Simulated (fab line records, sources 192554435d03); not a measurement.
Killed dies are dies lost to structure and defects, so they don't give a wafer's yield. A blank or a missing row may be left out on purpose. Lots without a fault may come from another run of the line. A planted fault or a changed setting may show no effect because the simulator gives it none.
One fault seen from 2 desks | flow n5_finfet | each desk has only its own numbers; what lay behind them comes last

THE TOOL OWNER'S DESK: rie_diel-05
The tool's own readings at N5_BEOL_M0_SAQP_ETCH_84 (etches SOC in N2/H2, target depth 100 nm, overetch 20 nm, time 150 s): means of the sampled wafers that have a number, for each lot that ran on this tool. A lot is out of limits, marked OUT, if its mean lies more than 4 standard deviations from the usual mean; the brackets give that distance.
Columns: A = chamber_pressure_mTorr at N5_BEOL_M0_SAQP_ETCH_84, usual 30.00 mTorr; B = drypump_motor_current_A at N5_BEOL_M0_SAQP_ETCH_84, usual 5.7 A; C = n2_flow_sccm at N5_BEOL_M0_SAQP_ETCH_84, usual 200.1 sccm; D = oes_product_au at N5_BEOL_M0_SAQP_ETCH_84, usual 0.70 a.u.; E = rf_vpp_V at N5_BEOL_M0_SAQP_ETCH_84, usual 522.9 V; F = showerhead_plenum_p_Torr at N5_BEOL_M0_SAQP_ETCH_84, usual 2.51 Torr; G = throttle_valve_pct at N5_BEOL_M0_SAQP_ETCH_84, usual 17.87 %
lot  | first seen here | A     | B   | C     | D    | E     | F    | G
L502 | day 5 22:18     | 29.98 | 5.7 | 200.3 | 0.70 | 525.8 | 2.58 | 17.58
L504 | day 6 09:59     | 30.00 | 5.3 | 200.2 | 0.84 | 523.5 | 2.49 | 17.70
L512 | day 8 10:44     | 30.00 | 6.0 | 200.4 | 0.71 | 523.9 | 2.55 | 17.70
L519 | day 10 08:34    | 30.00 | 6.1 | 200.6 | 0.61 | 524.4 | 2.58 | 17.71
L520 | day 10 10:49    | 29.99 | 6.1 | 199.4 | 0.61 | 524.8 | 2.58 | 17.72
This desk's finding: nothing out of limits on any of the 5 lots.

THE METROLOGY DESK
What the gauges read, lot by lot, whatever tool the lot ran on: means of the sampled wafers that have a number. A lot is out of limits, marked OUT, if its mean lies more than 4 standard deviations from the usual mean; the brackets give that distance. Of its 14 readings 7 are shown: those that lie furthest out on some lot.
Columns: A = cd_nm at N5_BEOL_M0_SAQP_CD_MEAS_29, usual 15.00 nm; B = DIBL_P at N5_BEOL_M4_RC_MEAS_101, usual 36.5 mV/V; C = IOFF_N at N5_BEOL_M4_RC_MEAS_101, usual 0.163 nA/um; D = ION_N at N5_BEOL_M4_RC_MEAS_101, usual 676 uA/um; E = SS_N at N5_BEOL_M4_RC_MEAS_101, usual 71.5 mV/dec; F = SS_P at N5_BEOL_M4_RC_MEAS_101, usual 73.3 mV/dec; G = VT_N at N5_BEOL_M4_RC_MEAS_101, usual 249.3 mV
lot  | first seen here | A     | B    | C     | D   | E    | F    | G
L501 | day 5 16:31     | 14.78 | 37.6 | 0.176 | 672 | 71.8 | 74.1 | 248.6
L502 | day 5 21:36     | 14.98 | 35.8 | 0.165 | 685 | 71.8 | 73.2 | 247.4
L504 | day 6 09:20     | 14.96 | 37.2 | 0.165 | 687 | 71.5 | 73.2 | 248.0
L512 | day 8 09:58     | 15.05 | 34.4 | 0.139 | 662 | 71.5 | 73.0 | 252.2
L519 | day 10 07:59    | 14.57 | 34.0 | 0.123 | 665 | 71.0 | 73.1 | 254.4
L520 | day 10 10:10    | 14.91 | 37.9 | 0.145 | 680 | 70.8 | 72.1 | 248.1
L523 | day 11 10:14    | 15.00 | 36.8 | 0.185 | 683 | 71.8 | 73.8 | 245.9
This desk's finding: nothing out of limits on any of the 7 lots.

PUT TOGETHER
The tool owner's desk saw nothing out of limits.
The metrology desk saw nothing out of limits.

WHAT THE SIMULATOR HAD PUT IN
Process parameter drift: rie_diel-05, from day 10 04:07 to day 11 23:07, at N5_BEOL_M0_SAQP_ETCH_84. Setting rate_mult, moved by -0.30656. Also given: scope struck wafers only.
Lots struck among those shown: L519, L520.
